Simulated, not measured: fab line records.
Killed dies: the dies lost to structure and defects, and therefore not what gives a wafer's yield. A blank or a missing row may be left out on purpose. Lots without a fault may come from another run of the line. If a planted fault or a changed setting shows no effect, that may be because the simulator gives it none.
fab line records -- flow n5_finfet -- part 2 of 2: steps 4 to 6 of 6
record lots=21, wafers=63, last_day=18
route steps=1938 shown HKMG_FIN@387
lots that met no fault: from a run of the same line without faults
start_h: the number of hours between the record's first day and the start of the first shown wafer of the lot -- wait_h: hours from the lot's prior step to this one -- " repeats the value in the row above -- L1.1+2: several wafers, shown together as one row -- - value missing, or start not given -- * or withheld: withheld -- < > ~ a bound
route shown NAME@n: NAME is a module with steps in the file, n the number in the route of the first one -- usual: mean/standard deviation of fault-free wafers -- same: alike in all rows -- chamber/n: place in a boat -- sites: readings site by site -- _std_site: standard deviation across them -- _edge_site: inner sites' mean taken away from outer sites' mean -- radius_mm: how far each site lies from the wafer's centre -- mask NAME#n: copy n -- behind: the last tool/chamber to shape the wafer -- hold: reason for holding the lot/hours on hold/outcome of the hold -- device: which transistor (n, p or np) failed to switch -- end of line: tests of these same wafers at the route's end -- step lacking rows: just its recipe -- killed: not the wafer's yield, but the dies lost to structure and defects at the first sort -- map: a wafer's dies, x killed, . not, _ none there
set.NAME: the setting as run; set.NAME@STEP: as run at that earlier step -- model.NAME: the simulator's own value behind a step, which no gauge read
steps of the route over a sample of lots; a table a step, a row a wafer
services: the hour from which a tool's chamber was out of use, counted from the record's first day as start_h (under 0 if before that day), plus the number of hours and why
## steps
# step N5_HKMG_FIN_ETCH_31
# recipe chemistry=CF4, target=SiARC, target_depth_a=455, mask_material=CAR-ArF, time_s=75.8, ion_energy_ev=80, pressure_mtorr=40, source_w=545, bias_w=36, Ar_flow_sccm=100, cf4_flow_sccm=100, ends=cleared
# usual drypump_motor_current_A=5.9/0.47, etch_rf_on_time_s=76.4/1.8, oes_product_au=0.66/0.055, rf_vpp_V=184.1/0.98, showerhead_plenum_p_Torr=2.15/0.06, throttle_valve_pct=15.68/0.2
lot.wafer,tool,chamber,start_h,wait_h,drypump_motor_current_A,etch_rf_on_time_s,oes_product_au,rf_hours_counter_h,rf_vpp_V,showerhead_plenum_p_Torr,throttle_valve_pct
L074.1,rie_diel-01,1,79.12,0.0,6.2,74.6,0.77,41,184.3,2.19,15.68
L074.3,rie_diel-01,3,79.12,0.0,6.7,77.1,0.62,195,184.8,2.21,15.89
L074.4,rie_diel-01,2,79.12,0.0,5.6,77.7,0.69,72,184.3,2.07,15.54
L075.2,rie_diel-01,3,81.62,0.0,6.7,77.3,0.62,196,184.1,2.21,15.90
L075.5,rie_diel-01,0,81.62,0.0,5.9,77.3,0.65,-,184.2,2.06,15.39
L075.6,rie_diel-01,1,81.62,0.0,6.2,74.2,0.77,-,186.3,2.19,15.66
L076.1,rie_diel-01,3,86.52,0.0,6.7,76.3,0.62,197,184.6,2.21,15.91
L076.2,rie_diel-01,1,86.52,0.0,6.2,74.2,0.76,42,185.6,2.19,15.67
L076.4,rie_diel-01,0,86.52,0.0,5.9,78.2,0.65,136,184.4,2.06,15.40
L077.1,rie_diel-02,2,93.71,0.0,6.6,74.9,0.67,143,185.4,2.24,15.96
L077.4,rie_diel-02,3,93.71,0.0,5.2,76.1,0.63,-,184.4,2.16,15.55
L077.5,rie_diel-02,1,93.71,0.0,5.8,74.0,0.69,-,184.6,2.15,15.70
L078.3,rie_diel-01,3,99.58,0.0,6.6,77.2,0.61,201,186.3,2.21,15.90
L078.4,rie_diel-01,2,99.58,0.0,5.6,78.2,0.68,-,183.3,2.06,15.54
L078.5,rie_diel-01,0,99.58,0.0,5.9,77.8,0.65,-,183.7,2.05,15.40
L080.2,rie_diel-04,0,113.82,0.0,5.3,73.4,0.63,181,183.4,2.13,15.58
L080.5,rie_diel-04,2,113.82,0.0,6.0,76.2,0.70,-,185.2,2.16,15.25
L080.6,rie_diel-04,3,113.82,0.0,5.6,72.7,0.61,-,182.7,2.21,16.09
L081.1,rie_diel-02,0,117.85,0.0,6.2,76.9,0.83,3,183.5,2.20,15.50
L081.3,rie_diel-02,1,117.85,0.0,5.8,75.5,0.67,136,184.6,2.14,15.72
L081.4,rie_diel-02,3,117.85,0.0,5.2,77.2,0.62,174,184.3,2.15,15.58
L082.2,rie_diel-04,2,124.01,0.0,6.0,76.3,0.70,75,183.6,2.16,15.27
L082.4,rie_diel-04,3,124.01,0.0,5.6,73.1,0.61,233,186.0,2.21,16.11
L082.5,rie_diel-04,3,124.01,0.0,5.6,72.8,0.60,-,185.8,2.21,16.09
L083.1,rie_diel-01,2,132.30,0.0,5.6,78.4,0.67,89,183.3,2.06,15.56
L083.4,rie_diel-01,0,132.30,0.0,5.9,77.8,0.64,152,182.6,2.05,15.41
L083.5,rie_diel-01,0,132.30,0.0,5.9,77.8,0.63,-,183.5,2.05,15.42
L084.1,rie_diel-02,3,138.03,0.0,5.2,77.1,0.61,180,185.4,2.15,15.60
L084.5,rie_diel-02,0,138.03,0.0,6.2,78.5,0.78,-,184.8,2.20,15.51
L084.6,rie_diel-02,1,138.03,0.0,5.8,75.8,0.66,-,184.3,2.14,15.73
L086.1,rie_diel-04,0,150.08,0.0,5.3,75.4,0.61,195,184.8,2.13,15.59
L086.3,rie_diel-04,1,150.08,0.0,5.5,73.8,0.71,73,184.9,2.16,15.67
L086.5,rie_diel-04,2,150.08,0.0,6.0,77.3,0.68,-,184.1,2.16,15.29
L087.1,rie_diel-02,3,156.61,0.0,5.2,77.3,0.60,186,184.6,2.15,15.60
L087.5,rie_diel-02,2,156.61,0.0,6.6,76.6,0.64,-,185.0,2.23,15.98
L087.6,rie_diel-02,3,156.61,0.0,5.2,76.9,0.61,-,183.9,2.15,15.61
L089.1,rie_diel-02,1,165.96,0.0,5.8,74.8,0.66,152,183.5,2.14,15.75
L089.4,rie_diel-02,3,165.96,0.0,5.2,76.7,0.61,-,183.5,2.15,15.63
L089.5,rie_diel-02,1,165.96,0.0,5.8,75.5,0.66,-,185.0,2.14,15.75
L090.2,rie_diel-01,3,172.04,0.0,6.7,77.5,0.60,227,184.8,2.20,15.96
L090.3,rie_diel-01,2,172.04,0.0,5.6,78.5,0.66,104,184.4,2.06,15.58
L090.5,rie_diel-01,0,172.04,0.0,5.9,77.7,0.62,-,183.2,2.04,15.44
L092.2,rie_diel-01,2,185.80,0.0,5.6,79.0,0.65,109,183.0,2.06,15.61
L092.4,rie_diel-01,1,185.80,0.0,6.1,74.6,0.73,75,184.2,2.17,15.72
L092.5,rie_diel-01,3,185.80,0.0,6.7,78.7,0.60,-,185.4,2.20,15.97
L093.3,rie_diel-01,3,192.79,0.0,6.7,77.8,0.59,236,185.3,2.20,16.00
L093.5,rie_diel-01,2,192.79,0.0,5.6,78.5,0.65,-,183.4,2.05,15.62
L093.6,rie_diel-01,1,192.79,0.0,6.2,74.8,0.71,-,183.8,2.17,15.74
L094.2,rie_diel-01,3,195.19,0.0,6.7,78.0,0.59,238,184.6,2.20,15.98
L094.3,rie_diel-01,1,195.19,0.0,6.1,76.0,0.72,80,184.8,2.17,15.76
L094.5,rie_diel-01,2,195.19,0.0,5.6,79.4,0.65,-,183.8,2.05,15.63
L095.1,rie_diel-01,1,201.33,0.0,6.2,75.8,0.71,82,184.7,2.17,15.74
L095.4,rie_diel-01,3,201.33,0.0,6.7,78.4,0.59,240,184.6,2.20,15.99
L095.6,rie_diel-01,1,201.33,0.0,6.2,74.8,0.71,-,184.7,2.17,15.74
L096.2,rie_diel-04,3,209.64,0.0,5.6,74.7,0.86,1,184.1,2.21,15.66
L096.4,rie_diel-04,2,209.64,0.0,5.9,77.8,0.65,112,184.4,2.15,15.33
L096.5,rie_diel-04,0,209.64,0.0,5.3,75.0,0.60,-,183.6,2.12,15.65
L097.3,rie_diel-04,2,214.11,0.0,6.0,76.4,0.66,114,184.5,2.15,15.34
L097.5,rie_diel-04,2,214.11,0.0,6.0,76.4,0.66,-,183.2,2.15,15.36
L097.6,rie_diel-04,1,214.11,0.0,5.5,73.4,0.69,-,184.0,2.15,15.73
L091.3,rie_diel-01,0,216.34,0.0,5.9,78.7,0.61,185,182.8,2.04,15.48
L091.4,rie_diel-01,2,216.34,0.0,5.6,77.7,0.64,122,182.7,2.05,15.63
L091.5,rie_diel-01,2,216.34,0.0,5.6,77.9,0.64,-,182.3,2.05,15.63
# step N5_HKMG_FIN_STRIP_92
# recipe chemistry=N2/H2, material=SOC, time_s=20, power_w=500, temp_c=40, pressure_mtorr=50, rf_frequency_hz=6e+07, bias_power_w=8, h2_frac=0.5, n2_flow_sccm=300, h2_flow_sccm=300
# usual bias_power_w=8.003/0.023, drypump_motor_current_A=5.9/0.47, oes_product_au=0.78/0.064, rf_vpp_V=54.3/0.79, showerhead_plenum_p_Torr=3.36/0.08, throttle_valve_pct=19.0/0.32
lot.wafer,tool,chamber,start_h,wait_h,bias_power_w,drypump_motor_current_A,oes_product_au,rf_hours_counter_h,rf_vpp_V,showerhead_plenum_p_Torr,throttle_valve_pct
L074.1,rie_diel-01,1,79.54,0.1,7.978,6.2,0.89,41,55.1,3.43,19.2
L074.3,rie_diel-01,3,79.54,0.1,8.014,6.7,0.72,195,54.7,3.45,18.8
L074.4,rie_diel-01,2,79.54,0.1,8.007,5.6,0.80,73,54.1,3.28,19.4
L075.2,rie_diel-01,3,82.04,0.1,7.980,6.7,0.73,196,55.1,3.45,18.8
L075.5,rie_diel-01,0,82.04,0.1,7.990,5.9,0.77,-,52.9,3.24,19.3
L075.6,rie_diel-01,1,82.04,0.1,7.991,6.2,0.89,-,54.9,3.43,19.2
L076.1,rie_diel-01,3,86.94,0.1,7.962,6.7,0.72,197,53.8,3.45,18.8
L076.2,rie_diel-01,1,86.94,0.1,7.995,6.2,0.88,42,54.4,3.43,19.2
L076.4,rie_diel-01,0,86.94,0.1,8.019,5.9,0.76,136,54.4,3.24,19.3
L077.1,rie_diel-02,2,94.12,0.1,8.009,6.6,0.78,143,55.8,3.49,19.4
L077.4,rie_diel-02,3,94.12,0.1,8.010,5.2,0.73,-,54.7,3.34,18.6
L077.5,rie_diel-02,1,94.12,0.1,8.014,5.9,0.81,-,55.8,3.35,18.7
L078.3,rie_diel-01,3,100.00,0.1,7.994,6.8,0.73,201,53.3,3.44,18.8
L078.4,rie_diel-01,2,100.00,0.1,8.032,5.6,0.79,-,55.8,3.27,19.4
L078.5,rie_diel-01,0,100.00,0.1,8.034,5.9,0.75,-,54.9,3.23,19.3
L080.2,rie_diel-04,0,114.24,0.1,8.011,5.3,0.73,182,54.1,3.35,18.8
L080.5,rie_diel-04,2,114.24,0.1,8.045,5.9,0.82,-,54.5,3.40,18.8
L080.6,rie_diel-04,3,114.24,0.1,8.013,5.6,0.71,-,55.3,3.43,18.7
L081.1,rie_diel-02,0,118.27,0.1,8.056,6.2,0.95,3,55.5,3.44,18.5
L081.3,rie_diel-02,1,118.27,0.1,7.999,5.9,0.79,136,54.1,3.34,18.7
L081.4,rie_diel-02,3,118.27,0.1,7.993,5.3,0.72,175,52.8,3.34,18.7
L082.2,rie_diel-04,2,124.42,0.1,8.010,6.0,0.82,75,54.0,3.40,18.8
L082.4,rie_diel-04,3,124.42,0.1,7.960,5.6,0.71,234,54.5,3.43,18.7
L082.5,rie_diel-04,3,124.42,0.1,8.000,5.6,0.71,-,54.8,3.43,18.7
L083.1,rie_diel-01,2,132.71,0.1,7.925,5.6,0.78,90,54.8,3.27,19.4
L083.4,rie_diel-01,0,132.71,0.1,8.007,5.9,0.74,153,54.8,3.23,19.3
L083.5,rie_diel-01,0,132.71,0.1,7.978,5.9,0.74,-,54.5,3.23,19.3
L084.1,rie_diel-02,3,138.45,0.1,8.017,5.2,0.71,180,55.4,3.33,18.7
L084.5,rie_diel-02,0,138.45,0.1,8.019,6.2,0.92,-,55.5,3.44,18.5
L084.6,rie_diel-02,1,138.45,0.1,8.023,5.9,0.79,-,54.1,3.34,18.7
L086.1,rie_diel-04,0,150.50,0.1,8.013,5.3,0.72,195,54.0,3.34,18.8
L086.3,rie_diel-04,1,150.50,0.1,8.026,5.6,0.84,73,52.7,3.40,19.1
L086.5,rie_diel-04,2,150.50,0.1,7.999,6.0,0.80,-,54.2,3.39,18.8
L087.1,rie_diel-02,3,157.02,0.1,8.006,5.2,0.72,187,53.4,3.33,18.7
L087.5,rie_diel-02,2,157.02,0.1,7.966,6.7,0.75,-,54.3,3.48,19.4
L087.6,rie_diel-02,3,157.02,0.1,8.004,5.2,0.72,-,55.4,3.33,18.7
L089.1,rie_diel-02,1,166.37,0.1,8.015,5.8,0.78,153,53.8,3.33,18.7
L089.4,rie_diel-02,3,166.37,0.1,8.032,5.2,0.71,-,53.7,3.33,18.7
L089.5,rie_diel-02,1,166.37,0.1,7.990,5.8,0.78,-,54.3,3.33,18.7
L090.2,rie_diel-01,3,172.46,0.1,8.062,6.7,0.70,227,54.6,3.43,18.8
L090.3,rie_diel-01,2,172.46,0.1,7.968,5.6,0.77,104,54.1,3.26,19.4
L090.5,rie_diel-01,0,172.46,0.1,7.971,5.9,0.73,-,54.0,3.22,19.4
L092.2,rie_diel-01,2,186.22,0.1,7.999,5.6,0.76,109,54.8,3.26,19.4
L092.4,rie_diel-01,1,186.22,0.1,8.006,6.2,0.84,75,54.2,3.41,19.3
L092.5,rie_diel-01,3,186.22,0.1,7.973,6.8,0.70,-,53.3,3.43,18.9
L093.3,rie_diel-01,3,193.21,0.1,8.008,6.7,0.70,237,53.8,3.43,18.9
L093.5,rie_diel-01,2,193.21,0.1,8.027,5.6,0.76,-,54.5,3.25,19.5
L093.6,rie_diel-01,1,193.21,0.1,7.984,6.2,0.84,-,54.4,3.41,19.3
L094.2,rie_diel-01,3,195.60,0.1,7.998,6.7,0.69,238,54.3,3.42,18.9
L094.3,rie_diel-01,1,195.60,0.1,8.013,6.2,0.83,80,53.6,3.41,19.3
L094.5,rie_diel-01,2,195.60,0.1,8.023,5.6,0.76,-,55.3,3.25,19.4
L095.1,rie_diel-01,1,201.74,0.1,8.002,6.2,0.84,82,53.9,3.41,19.3
L095.4,rie_diel-01,3,201.74,0.1,8.002,6.7,0.69,240,54.3,3.42,18.9
L095.6,rie_diel-01,1,201.74,0.1,8.049,6.2,0.84,-,54.5,3.41,19.3
L096.2,rie_diel-04,3,210.06,0.1,7.991,5.6,1.02,1,55.0,3.42,18.4
L096.4,rie_diel-04,2,210.06,0.1,7.998,6.0,0.77,112,54.3,3.37,18.9
L096.5,rie_diel-04,0,210.06,0.1,7.970,5.3,0.71,-,54.4,3.33,18.8
L097.3,rie_diel-04,2,214.52,0.1,8.038,6.0,0.77,114,54.1,3.37,18.9
L097.5,rie_diel-04,2,214.52,0.1,8.020,6.0,0.77,-,52.9,3.37,18.9
L097.6,rie_diel-04,1,214.52,0.1,8.029,5.5,0.80,-,55.6,3.39,19.1
L091.3,rie_diel-01,0,216.76,0.1,8.018,5.9,0.71,185,51.9,3.21,19.4
L091.4,rie_diel-01,2,216.76,0.1,7.972,5.6,0.75,123,55.5,3.25,19.5
L091.5,rie_diel-01,2,216.76,0.1,8.010,5.6,0.76,-,53.9,3.25,19.5
# step N5_HKMG_FIN_CMP_94
# recipe stop_on=SiNx, post_cmp_clean=w_dilute_nh4oh, t_overpolish_s=4.7, down_force_psi=4, platen_rpm=50.289, pad_velocity_m_s=1.0006, target_thk_nm=43.299
# usual motor_current_A=12.4/1
lot.wafer,tool,chamber,start_h,wait_h,motor_current_A
L074.3,cmp-03,1,83.57,0.4,13.5
L074.4,cmp-03,2,83.57,0.4,11.9
L074.1,cmp-03,0,83.57,0.4,11.8
L075.2,cmp-02,0,86.19,0.2,12.2
L075.5,cmp-02,1,86.19,0.2,13.4
L075.6,cmp-02,2,86.19,0.2,12.4
L076.2,cmp-03,0,90.72,0.3,11.9
L076.4,cmp-03,1,90.72,0.3,13.3
L076.1,cmp-03,2,90.72,0.3,11.8
L077.1,cmp-04,1,97.86,0.4,11.2
L077.4,cmp-04,3,97.86,0.4,11.0
L077.5,cmp-04,1,97.86,0.4,11.2
L078.4,cmp-02,1,103.96,0.4,13.8
L078.3,cmp-02,0,103.96,0.4,12.2
L078.5,cmp-02,1,103.96,0.4,14.4
L080.2,cmp-02,0,118.11,0.4,12.0
L080.6,cmp-02,0,118.11,0.4,12.0
L080.5,cmp-02,1,118.11,0.4,12.7
L081.4,cmp-03,2,121.96,0.4,11.7
L081.3,cmp-03,3,121.96,0.4,12.1
L081.1,cmp-03,1,121.96,0.4,12.8
L082.4,cmp-02,2,128.20,0.4,11.9
L082.2,cmp-02,0,128.20,0.4,12.4
L082.5,cmp-02,2,128.20,0.4,12.1
L083.4,cmp-03,0,136.79,0.4,11.3
L083.1,cmp-03,3,136.79,0.4,11.1
L083.5,cmp-03,1,136.79,0.4,13.2
L084.1,cmp-02,1,142.23,0.2,13.9
L084.6,cmp-02,2,142.23,0.2,11.9
L084.5,cmp-02,3,142.23,0.2,12.0
L086.3,cmp-02,0,154.26,0.3,12.6
L086.1,cmp-02,1,154.26,0.3,13.4
L086.5,cmp-02,3,154.26,0.3,11.9
L087.1,cmp-03,2,160.85,0.4,11.8
L087.5,cmp-03,2,160.85,0.4,11.7
L087.6,cmp-03,3,160.85,0.4,11.9
L089.1,cmp-02,2,170.24,0.3,12.1
L089.4,cmp-02,3,170.24,0.3,12.4
L089.5,cmp-02,2,170.24,0.3,11.7
L090.3,cmp-04,1,176.34,0.4,11.1
L090.2,cmp-04,0,176.34,0.4,13.7
L090.5,cmp-04,2,176.34,0.4,14.6
L092.4,cmp-04,0,190.10,0.3,14.1
L092.2,cmp-04,1,190.10,0.3,11.5
L092.5,cmp-04,0,190.10,0.3,13.4
L093.3,cmp-04,2,197.26,0.3,14.6
L093.6,cmp-04,0,197.26,0.3,13.1
L093.5,cmp-04,1,197.26,0.3,10.8
L094.3,cmp-03,0,199.35,0.3,11.9
L094.2,cmp-03,2,199.35,0.3,11.8
L094.5,cmp-03,0,199.35,0.3,11.6
L095.1,cmp-02,1,205.53,0.4,13.8
L095.4,cmp-02,3,205.53,0.4,12.3
L095.6,cmp-02,2,205.53,0.4,12.3
L096.4,cmp-02,2,214.07,0.3,11.9
L096.2,cmp-02,0,214.07,0.3,12.4
L096.5,cmp-02,1,214.07,0.3,14.2
L097.3,cmp-04,3,218.46,0.3,11.0
L097.5,cmp-04,1,218.46,0.3,11.0
L097.6,cmp-04,2,218.46,0.3,14.8
L091.4,cmp-03,2,220.51,0.4,12.4
L091.3,cmp-03,3,220.51,0.4,12.1
L091.5,cmp-03,2,220.51,0.4,12.3
## services
tool,chamber,start_h,hours,kind
cmp-02,-,59.44,5.7,pm
rie_diel-02,1,60.94,12.0,repair
cmp-03,-,64.19,0.9,repair
cmp-02,-,67.40,1.0,repair
rie_diel-01,1,68.06,6.8,repair
cmp-02,-,80.93,1.7,repair
cmp-03,-,84.15,0.6,repair
cmp-04,-,87.17,0.8,repair
cmp-04,-,89.54,4.1,pm
rie_diel-01,1,98.46,4.6,repair
cmp-04,-,117.69,8.8,repair
cmp-02,-,131.67,0.6,repair
cmp-03,-,147.38,4.0,pm
rie_diel-04,3,149.90,3.7,repair
cmp-04,-,158.55,12.5,pm
rie_diel-02,2,165.11,1.6,repair
rie_diel-02,1,169.68,5.5,repair
rie_diel-04,3,174.05,-,clean
rie_diel-04,3,174.05,-,consumable_replace:focus_ring
rie_diel-04,3,174.05,32.0,scheduled_down
rie_diel-04,3,174.05,32.0,vent_cycle
rie_diel-02,-,176.27,14.6,pm
cmp-03,-,181.03,5.0,pm
rie_diel-04,0,192.97,14.7,repair
